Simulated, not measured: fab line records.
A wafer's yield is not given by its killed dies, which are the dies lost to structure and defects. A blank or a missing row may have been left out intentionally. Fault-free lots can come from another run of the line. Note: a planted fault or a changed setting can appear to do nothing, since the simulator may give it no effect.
Split-lot trial | flow n5Finfet | on a route of 1938 steps: 7 lots, 21 wafers read

## THE SPLIT
At N5_BEOL_M7_COAT_05 (resist thk 90 nm), the setting spinRpm was moved away from the recipe's 1500 rpm on 5 of the 21 wafers read, by -6.4% to +9.7%. For the rest of the wafers, this setting stayed at what the recipe calls for.

The reading is taken at the split's own step.

## THE READING
CAR-ArF_of_BEOL_M7_COAT_05.thkNm (the simulator's own value, which no gauge read), in nm, at N5_BEOL_M7_COAT_05 (resist thk 90 nm). The file gives no usual value for it. Here, 16 wafers ran the recipe; their average is 90.0 nm with a standard deviation of 0.19 nm.

wafer  | tool, chamber at the split | spinRpm as run, rpm | against the recipe | CAR-ArF_of_BEOL_M7_COAT_05.thkNm, nm | against lot-mates on the recipe
L082.1 | lithoTrack-03, 0           | 1500                | recipe             | 90                                   | -
L082.2 | lithoTrack-03, 0           | 1500                | recipe             | 90                                   | -
L082.3 | lithoTrack-03, 0           | 1645                | +9.7%              | 86                                   | -4.0
L083.4 | lithoTrack-05, 0           | 1500                | recipe             | 90                                   | -
L083.5 | lithoTrack-05, 0           | 1448                | -3.5%              | 91.4                                 | +1.4
L083.6 | lithoTrack-05, 0           | 1448                | -3.5%              | 91.6                                 | +1.6
L087.2 | lithoTrack-05, 0           | 1500                | recipe             | 90.4                                 | -
L087.5 | lithoTrack-05, 0           | 1630                | +8.7%              | 86.6                                 | -3.7
L087.6 | lithoTrack-05, 0           | 1500                | recipe             | 90.2                                 | -
L089.1 | lithoTrack-03, 0           | 1500                | recipe             | 89.8                                 | -
L089.5 | lithoTrack-03, 0           | 1500                | recipe             | 89.8                                 | -
L089.6 | lithoTrack-03, 0           | 1500                | recipe             | 89.8                                 | -
L088.2 | lithoTrack-04, 0           | 1500                | recipe             | 90                                   | -
L088.5 | lithoTrack-04, 0           | 1500                | recipe             | 90.2                                 | -
L088.6 | lithoTrack-04, 0           | 1500                | recipe             | 90.2                                 | -
L093.1 | lithoTrack-04, 0           | 1500                | recipe             | 90.2                                 | -
L093.5 | lithoTrack-04, 0           | 1500                | recipe             | 90.2                                 | -
L093.3 | lithoTrack-04, 0           | 1500                | recipe             | 89.8                                 | -
L094.1 | lithoTrack-04, 0           | 1500                | recipe             | 89.8                                 | -
L094.4 | lithoTrack-04, 0           | 1404                | -6.4%              | 93                                   | +3.1
L094.5 | lithoTrack-04, 0           | 1500                | recipe             | 90                                   | -

THE FIT
A straight line over all 21 wafers: CAR-ArF_of_BEOL_M7_COAT_05.thkNm changes by -0.42 nm for each +1% of spinRpm; r = -0.99; the points scatter about the line by 0.19 nm.
The same after taking each lot's own level away (the mean of its wafers on the recipe; 21 wafers): -0.433 nm for each +1%; r = -1.00; scatter 0.13 nm.
According to that fit, moving spinRpm by its largest amount changes the reading by 4.2 nm.
The span of the lots' own levels, 89.80 to 90.30 nm, comes to 2.7 times the standard deviation stated above.
The two slopes are in agreement: the lot-to-lot level therefore moves the slope only a little.
Check: for one of the wafers moved furthest among these (+9.7%), held out of the fit, the line's prediction against its lot-mates is -4.28 nm. It came out at -4 nm against them.

## OTHER SPLITS APPLIED TO THESE WAFERS
Before the reading, these wafers also passed through other splits. Each is held against what the fit with the lots' levels taken away leaves over:
other split on the same wafers  | wafers away from the commonest value | r with CAR-ArF_of_BEOL_M7_COAT_05.thkNm (lot level and that fit taken away)
N5_BEOL_M6_TRENCH_ETCH_37 timeS | 6                                    | -0.44
N5_BEOL_M7_COAT_59 spinRpm      | 8                                    | -0.06

## FILE'S OWN FIT
CAR-ArF_of_BEOL_M7_COAT_05.thkNm changes by -0.432 nm for each +1% of spinRpm, r = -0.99.
